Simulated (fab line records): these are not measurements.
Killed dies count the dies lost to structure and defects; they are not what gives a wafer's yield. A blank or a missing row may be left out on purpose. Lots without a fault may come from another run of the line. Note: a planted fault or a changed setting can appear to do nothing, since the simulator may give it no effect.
fab line records    flow nand-harc    part 2 of 2: steps 36 to 44 of 44
[record] lots = 5  wafers = 15  last-day = 24
route steps=1159 shown P_STI@102 P_GATE@110
lots with no fault: from the same line, run without faults
start-h: start of the lot's first displayed wafer, in hours after the record's first day    wait-h: hours since the lot's step before    " identical to the entry in the row above    L1.1+2: one row covering several wafers at once    - no value, or no start given    * or withheld: withheld    < > ~ a bound
route shown NAME@n: a module of which the file shows steps, and the number in the route of the first    usual: mean/standard deviation taken from wafers without a fault    same: alike in all rows    chamber/n: place in a boat    sites: each site's reading    _std_site: standard deviation of those values    _edge_site: mean of outer sites minus mean of inner sites    radius-mm: how far each site lies from the wafer's centre    mask NAME#n: copy n    behind: tool/chamber where the wafer was last shaped    hold: why the lot went on hold/how many hours it stayed there/how the hold came to an end    device: which transistor (n, p or np) failed to switch    end of line: the same wafers' tests at the end of the route    for a step that has no rows: nothing shown but its recipe    killed: at the first sort, the dies lost to defects and structure; wafer yield is something else    map: a wafer's dies, x killed, . not, _ none there
set.NAME: the setting that was run; set.NAME@STEP: the one run at that earlier step    model.NAME: the simulator's own value behind a step, which no gauge read
a table for each step, a row for each wafer; lots at some steps of the route
services: the hour from which a tool's chamber was out of use, counted from the record's first day as start-h (under 0 if before that day), plus the number of hours and why
[[steps]]
[step NHARC_P_GATE_EBR_22]
[usual] exhaust-pa = 45.2/0.83
lot.wafer  tool            chamber  start-h  wait-h  exhaust-pa
L074.1     litho-track-04  0        -        -       45.0
L074.3     "               0        "        "       45.8
L074.4     "               0        "        "       46.0
L079.1     litho-track-01  0        -        -       43.2
L079.3     "               0        "        "       44.1
L079.4     "               0        "        "       45.7
L078.4     litho-track-04  0        -        -       46.7
L078.5     "               0        "        "       45.3
L078.6     "               0        "        "       43.5
L091.1     litho-track-04  0        -        -       44.8
L091.4     "               0        "        "       44.4
L091.6     "               0        "        "       45.4
L096.1     litho-track-01  0        -        -       45.9
L096.5     "               0        "        "       46.0
L096.6     "               0        "        "       46.6
[step NHARC_P_GATE_EXPOSE_23]
[recipe] na = 1.35  target-cd-nm = 120  dose-mj = 93.91  mask-id = P_GATE
lot.wafer   tool             chamber  start-h  wait-h  mask
L074.1+3+4  arfi-scanner-01  0        85.35    -       P_GATE#0
L079.1+3+4  arfi-scanner-02  0        115.09   -       P_GATE#0
L078.4+5+6  arfi-scanner-03  0        115.39   -       P_GATE#0
L091.1+4+6  arfi-scanner-02  0        190.40   -       P_GATE#0
L096.1+5+6  arfi-scanner-01  0        217.81   -       P_GATE#0
[step NHARC_P_GATE_PEB_24]
[recipe] peb-temp-c = 100  peb-time-s = 65
[usual] exhaust-pa = 45.1/0.84
lot.wafer  tool            chamber  start-h  wait-h  exhaust-pa
L074.1     litho-track-06  0        85.41    0.1     46.2
L074.3     "               0        "        "       45.2
L074.4     "               0        "        "       45.7
L079.1     litho-track-06  0        115.15   0.1     44.1
L079.3     "               0        "        "       44.7
L079.4     "               0        "        "       44.5
L078.4     litho-track-06  0        115.44   0.0     45.0
L078.5     "               0        "        "       46.1
L078.6     "               0        "        "       44.9
L091.1     litho-track-04  0        190.46   0.1     45.2
L091.4     "               0        "        "       44.1
L091.6     "               0        "        "       43.4
L096.1     litho-track-06  0        217.87   0.1     44.7
L096.5     "               0        "        "       46.5
L096.6     "               0        "        "       46.7
[step NHARC_P_GATE_DEVELOP_25]
[recipe] develop-time-s = 35  dev-temp-c = 23
[usual] exhaust-pa = 44.8/0.89
lot.wafer  tool            chamber  start-h  wait-h  exhaust-pa
L074.1     litho-track-06  0        -        -       43.4
L074.3     "               0        "        "       44.4
L074.4     "               0        "        "       45.2
L079.1     litho-track-06  0        -        -       45.9
L079.3     "               0        "        "       45.2
L079.4     "               0        "        "       44.8
L078.4     litho-track-06  0        -        -       43.8
L078.5     "               0        "        "       44.4
L078.6     "               0        "        "       45.4
L091.1     litho-track-04  0        -        -       44.8
L091.4     "               0        "        "       45.1
L091.6     "               0        "        "       45.2
L096.1     litho-track-06  0        -        -       45.1
L096.5     "               0        "        "       44.0
L096.6     "               0        "        "       44.7
[step NHARC_P_GATE_CD_MEAS_26]
[recipe] target-cd-nm = 120  landing-energy-ev = 500
[usual] cd-nm = 119.7/0.57
lot.wafer  tool       chamber  start-h  wait-h  cd-nm
L074.1     cd-sem-02  0        85.49    -       119.6
L074.3     "          0        "        "       119.8
L074.4     "          0        "        "       119.7
L079.1     cd-sem-03  0        115.23   -       119.9
L079.3     "          0        "        "       119.2
L079.4     "          0        "        "       119.8
L078.4     cd-sem-03  0        115.53   -       119.5
L078.5     "          0        "        "       119.4
L078.6     "          0        "        "       119.5
L091.1     cd-sem-01  0        190.54   -       119.4
L091.4     "          0        "        "       119.5
L091.6     "          0        "        "       119.2
L096.1     cd-sem-01  0        217.95   -       119.6
L096.5     "          0        "        "       120.4
L096.6     "          0        "        "       121.1
[step NHARC_P_GATE_OVL_MEAS_27]
[usual] overlay-x-nm = 0.3/0.77  overlay-y-nm = 0.2/1.1
lot.wafer  tool        chamber  start-h  wait-h  overlay-x-nm  overlay-y-nm
L074.1     overlay-02  -        85.58    -       -0.8          2.9
L074.3     "           -        "        "       -1.1          2.7
L074.4     "           -        "        "       -0.7          3.1
L079.1     overlay-01  -        115.32   -       1.6           0.7
L079.3     "           -        "        "       1.2           0.5
L079.4     "           -        "        "       1.0           1.2
L078.4     overlay-02  -        115.61   -       0.2           -0.7
L078.5     "           -        "        "       0.3           0.0
L078.6     "           -        "        "       -0.3          0.1
L091.1     overlay-01  -        190.63   -       -0.8          0.7
L091.4     "           -        "        "       -0.6          0.8
L091.6     "           -        "        "       -0.3          0.9
L096.1     overlay-01  -        218.04   -       2.0           -1.3
L096.5     "           -        "        "       2.9           -1.7
L096.6     "           -        "        "       2.4           -0.8
[step NHARC_P_GATE_INSPECT_28]
[usual] raw-defect-count = 6.0/2.6
lot.wafer  tool               chamber  start-h  wait-h  raw-defect-count
L074.1     defect-inspect-01  -        85.61    0.0     4
L074.3     "                  -        "        "       0
L074.4     "                  -        "        "       3
L079.1     defect-inspect-02  -        115.35   0.0     5
L079.3     "                  -        "        "       2
L079.4     "                  -        "        "       6
L078.4     defect-inspect-01  -        115.65   0.0     2
L078.5     "                  -        "        "       2
L078.6     "                  -        "        "       5
L091.1     defect-inspect-02  -        190.66   0.0     6
L091.4     "                  -        "        "       8
L091.6     "                  -        "        "       3
L096.1     defect-inspect-01  -        218.08   0.0     7
L096.5     "                  -        "        "       6
L096.6     "                  -        "        "       2
[step NHARC_P_GATE_DESCUM_31]
[recipe] time-s = 3  o2-flow-sccm = 200  ar-flow-sccm = 0  bias-power-w = 0  chemistry = O2
[usual] drypump-motor-current-A = 5.59/0.29  oes-product-au = 1.001/0.0077  rf-vpp-V = 57.8/0.85  showerhead-plenum-p-Torr = 1.93/0.077  throttle-valve-pct = 11.311/0.0087
lot.wafer  tool         chamber  start-h  wait-h  drypump-motor-current-A  oes-product-au  rf-hours-counter-h  rf-vpp-V  showerhead-plenum-p-Torr  throttle-valve-pct
L074.1     rie-diel-02  3        85.67    0.1     4.90                     0.994           37                  58.2      1.92                      11.303
L074.3     "            0        "        "       5.65                     0.989           38                  57.4      2.05                      11.310
L074.4     "            2        "        "       6.22                     0.998           38                  58.1      2.03                      11.301
L079.4     rie-diel-12  1        115.41   0.1     5.78                     1.001           14                  56.7      1.91                      11.298
L079.3     "            2        "        "       5.85                     0.992           14                  59.1      1.86                      11.305
L079.1     "            0        "        "       5.55                     1.009           14                  57.8      2.02                      11.306
L078.4     rie-diel-12  0        115.73   0.1     5.54                     1.002           14                  58.9      2.02                      11.325
L078.6     "            1        "        "       5.80                     1.002           -                   59.2      1.91                      11.311
L078.5     "            2        "        "       5.83                     1.009           -                   58.3      1.85                      11.311
L091.4     rie-diel-04  2        190.73   0.1     5.06                     1.012           26                  58.9      1.94                      11.313
L091.1     "            0        "        "       5.37                     1.013           26                  57.3      1.87                      11.318
L091.6     "            1        "        "       5.55                     0.987           -                   59.0      2.07                      11.301
L096.1     rie-diel-12  3        218.16   0.1     5.40                     1.002           1                   57.5      1.85                      11.332
L096.5     "            0        "        "       5.53                     1.012           -                   58.2      2.01                      11.320
L096.6     "            1        "        "       5.79                     0.998           -                   56.9      1.91                      11.314
[step NHARC_P_GATE_ETCH_104]
[recipe] target-depth-a = 600  time-s = withheld  cf4-flow-sccm = 100  chf3-flow-sccm = 30  ar-flow-sccm = 0  rf-w = 500  bias-w = 200  chemistry = CF4/CHF3
[usual] drypump-motor-current-A = 5.59/0.29  oes-product-au = 0.954/0.018  rf-vpp-V = 371.2/2.1  showerhead-plenum-p-Torr = 1.59/0.06  throttle-valve-pct = 16.802/0.0077
lot.wafer  tool         chamber  start-h  wait-h  drypump-motor-current-A  oes-product-au  rf-vpp-V  showerhead-plenum-p-Torr  throttle-valve-pct
L074.4     rie-diel-02  3        85.76    0.1     4.94                     0.956           372.8     1.58                      16.813
L074.1     "            0        "        "       5.62                     0.965           375.5     1.68                      16.795
L074.3     "            1        "        "       5.82                     0.969           371.1     1.58                      16.811
L079.4     rie-diel-12  2        115.50   0.1     5.85                     0.946           369.0     1.53                      16.802
L079.1     "            3        "        "       5.39                     0.972           369.0     1.53                      16.800
L079.3     "            0        "        "       5.53                     0.972           373.9     1.66                      16.805
L078.4     rie-diel-12  1        115.79   0.1     5.76                     0.951           371.2     1.57                      16.798
L078.5     "            1        "        "       5.74                     0.950           371.8     1.57                      16.787
L078.6     "            2        "        "       5.85                     0.948           370.8     1.53                      16.794
L091.1     rie-diel-04  0        190.81   0.1     5.38                     0.989           369.9     1.54                      16.793
L091.4     "            2        "        "       5.08                     0.970           370.7     1.59                      16.808
L091.6     "            1        "        "       5.52                     0.963           374.7     1.69                      16.809
L096.1     rie-diel-12  2        218.23   0.1     5.86                     0.981           369.4     1.52                      16.802
L096.6     "            0        "        "       5.51                     0.970           373.2     1.65                      16.804
L096.5     "            1        "        "       5.79                     0.968           370.2     1.57                      16.792
[[services]]
tool            chamber  start-h  hours  kind
litho-track-03  -        38.00    7.0    pm
litho-track-05  -        62.00    7.0    pm
litho-track-01  -        93.00    7.0    pm
wet-bench-07    -        96.00    8.0    pm
rie-diel-04     -        112.09   9.0    pm
wet-bench-09    -        112.80   8.0    pm
rie-diel-12     3        116.65   4.4    repair
litho-track-06  -        117.00   7.0    pm
rie-diel-04     1        121.94   9.3    repair
wet-bench-09    -        130.27   2.1    repair
rie-diel-04     -        130.91   2.7    repair
wet-bench-06    -        133.09   8.0    pm
litho-track-04  -        141.00   7.0    pm
wet-bench-03    -        146.50   8.0    pm
rie-diel-12     3        146.58   16.9   repair
rie-diel-02     -        151.26   9.0    pm
wet-bench-04    -        163.20   8.0    pm
krf-scanner-03  -        168.00   4.0    pm
litho-track-07  -        189.00   7.0    pm
wet-bench-05    -        196.80   8.0    pm
rie-diel-12     1        198.75   4.1    repair
rie-diel-12     -        202.40   9.0    pm
litho-track-03  -        213.00   7.0    pm
rie-diel-02     1        218.06   10.4   repair
